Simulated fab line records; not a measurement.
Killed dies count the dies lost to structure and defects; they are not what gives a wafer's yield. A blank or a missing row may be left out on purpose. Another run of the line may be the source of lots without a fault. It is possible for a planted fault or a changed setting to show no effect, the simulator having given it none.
A lot that was struck, set against a sound lot -- flow n5 finfet -- 26 out of 1938 route steps
Sound: the wafers L477.2, L477.4, L477.5. Struck: wafer L483.1 (left out: L483.3, L483.5 of the same lot, which were not struck); the cause appears at the end.
Per side, at each step with rows, come the tool, then ch with its chambers, and then its first start. Under that, the readings that differ: sound wafers -- struck wafers -- difference of the means -- sigmas: that difference in standard deviations of wafers without a fault.
alike: readings whose means differ by less than 2 such deviations, and words and numbers that are the same on both sides. not compared: withheld readings, readings that some wafer has no value for, bounds like >300 that may hide the same value, and numbers for which the record gives no deviation and whose values overlap.
The two part at a step that has a row with sigmas, a row that says differs or no value, or rows on one side only. Numbers that don't overlap but have no deviation are shown without sigmas and don't part them. A reading missing from all wafers of one side parts the sides only when that side holds two or more wafers.

first, 9 steps without rows for these wafers: N5_MIM_BOT_LITHO_HARDBAKE_09 (time 120 s); N5_MIM_BOT_LITHO_DESCUM_10 (chemistry O2, time 7.9 s); N5_MIM_BOT_ETCH_ETCH_04 (etches SiNx in CF4/O2, target depth 26 nm, time 13 s); N5_MIM_BOT_ETCH_ETCH_03 (etches the open film in Cl2/BCl3, target depth 12 nm); N5_MIM_BOT_ETCH_ETCH_00 (etches TiN in Cl2/BCl3, target depth 45.5 nm); N5_MIM_BOT_ETCH_STRIP_01 (strips in O2); N5_MIM_BOT_ETCH_STRIP_02 (strips in post etch residue remover, time 1200 s); N5_MIM_BOT_ETCH_CLEAN_05 (cleans in IPA, time 180 s); N5_MIM_BOT_ETCH_SRD_06 (time 30 s).
N5_PASSIVATION_PECVD_55: deposits SiO2 from SiH4/N2O, target thk 400 nm, time 22.5 s.
  sound on pecvd-03 ch 1,2, day 13 23:50; struck on pecvd-03 ch 1, day 14 19:39
reading,sound,struck,difference,sigmas
model.SiO2_of_PASSIVATION_PECVD_55.thk nm (nm),395.2 395 400.8,297.6,-99.4,
  alike: heater power w, showerhead plenum p Torr, throttle valve pct
then, 11 steps without rows for these wafers: N5_PASSIVATION_PECVD_01 (deposits SiNx from SiH4/NH3/N2, target thk 200 nm, time 43.2 s); N5_PASSIVATION_HMDS_03 (time 60 s); N5_PASSIVATION_COAT_04; N5_PASSIVATION_EBR_06; N5_PASSIVATION_SOFTBAKE_05 (time 90 s); N5_PASSIVATION_EXPOSE_07 (exposes mask TV, defocus 0 nm, target cd 3000 nm); N5_PASSIVATION_PEB_08; N5_PASSIVATION_DEVELOP_09 (develop time 60 s); N5_PASSIVATION_HARDBAKE_11 (time 120 s); N5_PASSIVATION_DESCUM_12 (chemistry O2, time 7.9 s); N5_PASSIVATION_PASS_ETCH_74 (etches SiNx in CF4/O2, target depth 220 nm, time 110 s).
N5_PASSIVATION_VIA_ETCH_13: etches SiO2 in CHF3/O2, target depth 660 nm, time 330 s.
  sound on rie diel-02 ch 0,1,2, day 14 00:38; struck on rie diel-02 ch 0, day 14 21:15
reading,sound,struck,difference,sigmas
etch rf on time s (s),230 228 238,172,-60,-13
model.TV_OPEN.cd offset nm (nm),2 1.2 1.2,2.2,+0.7,
  alike: drypump motor current A, oes product au, rf vpp V, showerhead plenum p Torr, throttle valve pct
  not compared: rf hours counter h, model.coat_of_PASSIVATION_COAT_04.thk nm
then, 1 step without rows for these wafers: N5_PASSIVATION_STRIP_14 (strips in O2).
N5_PASSIVATION_ETCH_15: etches SiCN in CF4/N2, target depth 75 nm, time 81.2 s.
  sound on rie diel-02 ch 0,1,2; struck on rie diel-02 ch 0
reading,sound,struck,difference,sigmas
model.TV_OPEN.cd offset nm (nm),1.8 1 1.2,2.2,+0.9,
  alike: drypump motor current A, oes product au, rf vpp V, showerhead plenum p Torr, throttle valve pct
  not compared: rf hours counter h
then, 1 step without rows for these wafers: N5_PASSIVATION_STRIP_73 (strips in post etch residue remover, time 60 s).
N5_PASSIVATION_PROBE_49:
  rows exist in the record for the struck wafers here (prober-01, day 15 03:58), but not for the sound ones

WHERE THEY PART
Earliest at N5_PASSIVATION_VIA_ETCH_13; latest, in this record, at N5_PASSIVATION_PROBE_49.

WHY: whatever the simulator had introduced
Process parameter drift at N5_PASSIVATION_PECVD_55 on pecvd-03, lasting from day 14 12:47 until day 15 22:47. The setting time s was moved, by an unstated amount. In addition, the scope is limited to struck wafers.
